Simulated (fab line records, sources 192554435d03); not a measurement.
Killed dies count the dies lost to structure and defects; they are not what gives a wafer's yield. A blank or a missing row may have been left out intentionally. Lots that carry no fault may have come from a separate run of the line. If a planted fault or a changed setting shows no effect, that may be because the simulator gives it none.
Lot-split experiment	flow n5Finfet	route with 1938 steps; 7 lots, 21 wafers read

## ABOUT THE SPLIT
At N5_BEOL_M9_ETCH_66 (etches SOC in N2/H2, target depth 80 nm, overetch 16 nm, time 120 s), the setting timeS was moved away from the recipe's 120 s on 6 of the 21 wafers read, by -21.4% to +22.1%. All remaining wafers had this setting at the recipe value.

The split's own step is where the reading is taken.

## THE READING
SiARC_of_BEOL_M9_COAT_64.thkNm (the simulator's own value, which no gauge read), in nm, at N5_BEOL_M9_ETCH_66 (etches SOC in N2/H2, target depth 80 nm, overetch 16 nm, time 120 s). The file gives no usual value for it. Average 6.5 nm, standard deviation 0.15 nm, over the 15 wafers here run with the recipe.

wafer	tool, chamber at the split	timeS as run, s	against the recipe	SiARC_of_BEOL_M9_COAT_64.thkNm, nm	against lot-mates on the recipe
L075.2	rieDiel-05, 3	94.34	-21.4%	7.6	+1.0
L075.3	rieDiel-05, 1,2	120	recipe	6.6	-
L075.6	rieDiel-05, 1,2	120	recipe	6.6	-
L077.1	rieDiel-05, 0,2,1	120	recipe	6.6	-
L077.2	rieDiel-05, 0,2,1	120	recipe	6.6	-
L077.5	rieDiel-05, 0,2,1	120	recipe	6.6	-
L078.4	rieDiel-05, 2	120	recipe	6.6	-
L078.5	rieDiel-05, 2	146.5	+22.1%	5.4	-1.1
L078.6	rieDiel-05, 1	120	recipe	6.4	-
L081.1	rieDiel-04, 2	120	recipe	6.4	-
L081.3	rieDiel-04, 3	128.8	+7.3%	6.2	-0.3
L081.5	rieDiel-04, 0	120	recipe	6.6	-
L082.1	rieDiel-06, 0	131.8	+9.8%	5.6	-0.8
L082.2	rieDiel-06, 3	120	recipe	6.4	-
L082.5	rieDiel-06, 0	131.8	+9.8%	5.8	-0.6
L090.2	rieDiel-06, 1,2,3	120	recipe	6.2	-
L090.4	rieDiel-06, 1,2,3	120	recipe	6.2	-
L090.6	rieDiel-06, 1,2,3	120	recipe	6.2	-
L093.4	rieDiel-06, 3,2	120	recipe	6.4	-
L093.5	rieDiel-06, 3,2	120	recipe	6.4	-
L093.6	rieDiel-06, 1	145.7	+21.4%	5	-1.4
If several chambers appear in one row, that row covers several wafers at once and the file leaves open which wafer was in which chamber.

FIT RESULTS
A straight line over all 21 wafers: SiARC_of_BEOL_M9_COAT_64.thkNm changes by -0.0575 nm for each +1% of timeS; r = -0.95; the points scatter about the line by 0.17 nm.
The same after taking each lot's own level away (the mean of its wafers on the recipe; 21 wafers): -0.0548 nm for each +1%; r = -0.98; scatter 0.1 nm.
That fit puts the effect of the largest move of timeS on the reading at 1.2 nm.
The span of the lots' own levels, 6.20 to 6.60 nm, comes to 2.6 times the standard deviation stated above.
Consequently the slope shifts little with the lot-to-lot level, the two slopes agreeing.
Check: for one of the wafers moved furthest among these (+22.1%), held out of the fit, the line's prediction against its lot-mates is -1.29 nm. It came out at -1.1 nm against them.

## FURTHER SPLITS ON THESE WAFERS
Note: prior to the reading, these wafers also went through further splits. Each is held against what the fit with the lots' levels taken away leaves over:
other split on the same wafers	wafers away from the commonest value	r with SiARC_of_BEOL_M9_COAT_64.thkNm (lot level and that fit taken away)
N5_BEOL_M7_EXPOSE_08 doseMj	8	+0.41
N5_BEOL_M8_COAT_60 spinRpm	7	-0.20
N5_BEOL_M8_DEVELOP_10 developTimeS	5	+0.30

## THE FILE'S OWN FIT
SiARC_of_BEOL_M9_COAT_64.thkNm changes by -0.0545 nm for each +1% of timeS, r = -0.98.
